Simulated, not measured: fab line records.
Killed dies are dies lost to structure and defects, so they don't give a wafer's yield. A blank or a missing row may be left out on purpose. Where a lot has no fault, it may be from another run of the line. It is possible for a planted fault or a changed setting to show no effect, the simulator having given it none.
Matching of chambers :: flow n5 finfet :: 4 sister chambers for N5_BEOL_M9_STRIP_19 on rie diel-06
The step strips in O2. 4 wafers are shown with their chamber, then 10 later ones without.

== EACH WAFER AND ITS CHAMBER ==
wafer: L089.3
chamber: 1
showerhead plenum p Torr (Torr): 1.93

wafer: L089.4
chamber: 3
showerhead plenum p Torr (Torr): 2.15

wafer: L090.2
chamber: 2
showerhead plenum p Torr (Torr): 2.11

wafer: L090.3
chamber: 0
showerhead plenum p Torr (Torr): 2.16

== WAFERS WITH NO CHAMBER GIVEN ==
wafer: L090.4
showerhead plenum p Torr (Torr): 1.93

wafer: L091.3
showerhead plenum p Torr (Torr): 2.15

wafer: L091.5
showerhead plenum p Torr (Torr): 2.16

wafer: L091.6
showerhead plenum p Torr (Torr): 1.92

wafer: L094.1
showerhead plenum p Torr (Torr): 1.92

wafer: L094.5
showerhead plenum p Torr (Torr): 2.15

wafer: L094.6
showerhead plenum p Torr (Torr): 1.92

wafer: L097.1
showerhead plenum p Torr (Torr): 2.11

wafer: L097.2
showerhead plenum p Torr (Torr): 1.92

wafer: L097.3
showerhead plenum p Torr (Torr): 2.15

== WHICH CHAMBER EACH ONE RAN IN ==
wafer: L090.4
from the rows above: 1
in truth: 1

wafer: L091.3
from the rows above: can't be placed: 3 or 0
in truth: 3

wafer: L091.5
from the rows above: can't be placed: 0 or 3
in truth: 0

wafer: L091.6
from the rows above: 1
in truth: 1

wafer: L094.1
from the rows above: 1
in truth: 1

wafer: L094.5
from the rows above: can't be placed: 3 or 0
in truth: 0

wafer: L094.6
from the rows above: 1
in truth: 1

wafer: L097.1
from the rows above: 2
in truth: 2

wafer: L097.2
from the rows above: 1
in truth: 1

wafer: L097.3
from the rows above: can't be placed: 3 or 0
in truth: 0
6 of 10 placed correctly. Unplaceable from these rows: 4, with the true chamber sitting among the candidates in 4. Placed wrongly: 0.
How it was worked out, from the rows above alone: a wafer's distance from a chamber is the root of the sum, over the readings, of the square of ((its reading less the chamber's mean) divided by the reading's scatter). The wafer belongs to the nearest chamber; if the next one is less than 2 further off, it can't be placed. The mean given for a chamber averages the wafers shown for that chamber. The scatter: with one shown wafer a chamber, the root of the mean of the squares of how far each hidden wafer lies from its nearest shown one.
